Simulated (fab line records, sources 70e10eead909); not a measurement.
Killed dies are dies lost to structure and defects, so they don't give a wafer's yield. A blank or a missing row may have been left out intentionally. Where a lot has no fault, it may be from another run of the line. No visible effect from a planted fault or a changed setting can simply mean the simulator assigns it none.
Chamber matching | flow nand-harc | pecvd-02 running NHARC_A_CONTACT_DEP_29: 3 sister chambers
The step deposits SiON, target thk 70 nm. 3 wafers are shown with their chamber, then 10 later ones without.

== EACH WAFER AND ITS CHAMBER ==
wafer  | chamber | heater-power-w (W)
L082.5 | 0       | 829
L084.3 | 2       | 723
L084.4 | 1       | 828

== WAFERS WITHOUT THEIR CHAMBER ==
wafer  | heater-power-w (W)
L084.6 | 831
L088.2 | 723
L088.4 | 717
L088.5 | 715
L095.1 | 708
L095.3 | 807
L095.4 | 712
L097.2 | 750
L097.4 | 726
L097.5 | 739

== WHICH CHAMBER EACH ONE RAN IN ==
wafer  | from the rows above     | in truth
L084.6 | can't be placed: 0 or 1 | 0
L088.2 | 2                       | 2
L088.4 | 2                       | 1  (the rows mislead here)
L088.5 | 2                       | 2
L095.1 | 2                       | 2
L095.3 | can't be placed: 1 or 0 | 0
L095.4 | 2                       | 2
L097.2 | 2                       | 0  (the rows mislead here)
L097.4 | 2                       | 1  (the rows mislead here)
L097.5 | 2                       | 2
Placed correctly: 5 of 10. Not placeable from these rows: 2 (in 2, the candidates include the true chamber). Placed wrongly: 3.
How it was worked out, from the rows above alone: a wafer's distance from a chamber is the root of the sum, over the readings, of the square of ((its reading less the chamber's mean) divided by the reading's scatter). If the next closest chamber is less than 2 further off than the closest, the wafer can't be placed; otherwise it belongs to the closest. Each chamber's mean is taken over the wafers shown for it. The scatter: with one shown wafer a chamber, the root of the mean of the squares of how far each hidden wafer lies from its nearest shown one.
